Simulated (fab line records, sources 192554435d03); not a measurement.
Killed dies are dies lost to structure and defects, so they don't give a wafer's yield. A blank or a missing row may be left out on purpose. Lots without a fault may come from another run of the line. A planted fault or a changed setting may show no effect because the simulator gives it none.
Chamber matching | flow n5_finfet | N5_BEOL_M9_ETCH_61 on rie_diel-04: 4 sister chambers
The step etches SiARC in CF4, target depth 39 nm, time 65 s. 7 wafers are shown with their chamber, then 7 later ones without.

WAFERS WITH THEIR CHAMBER
wafer  | chamber | showerhead_plenum_p_Torr (Torr) | oes_product_au (a.u.)
L075.5 | 3       | 2.04                            | 0.61
L081.2 | 0       | 2.19                            | 0.80
L081.3 | 1       | 2.15                            | 0.65
L082.3 | 1       | 2.15                            | 0.65
L082.5 | 2       | 2.19                            | 0.71
L084.2 | 3       | 2.03                            | 0.59
L084.3 | 2       | 2.19                            | 0.70

WAFERS WITHOUT THEIR CHAMBER
wafer  | showerhead_plenum_p_Torr (Torr) | oes_product_au (a.u.)
L084.6 | 2.19                            | 0.80
L083.2 | 2.19                            | 0.70
L083.5 | 2.03                            | 0.60
L083.6 | 2.19                            | 0.79
L089.1 | 2.19                            | 0.69
L089.4 | 2.19                            | 0.77
L089.5 | 2.19                            | 0.76

WHICH CHAMBER EACH WENT THROUGH
wafer  | from the rows above     | in truth
L084.6 | 0                       | 0
L083.2 | 2                       | 2
L083.5 | 3                       | 3
L083.6 | 0                       | 0
L089.1 | 2                       | 2
L089.4 | 0                       | 0
L089.5 | can't be placed: 0 or 2 | 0
Placed correctly: 6 of 7. Can't be placed from these rows: 1 (the true chamber is among the candidates in 1). Placed wrongly: 0.
How it was worked out, from the rows above alone: a wafer's distance from a chamber is the root of the sum, over the readings, of the square of ((its reading less the chamber's mean) divided by the reading's scatter). The wafer belongs to the nearest chamber; if the next one is less than 2 further off, it can't be placed. A chamber's mean is the mean of its shown wafers. The scatter: the root of (the sum of the squares of (reading less its chamber's mean) over the shown wafers, divided by (wafers less chambers)).
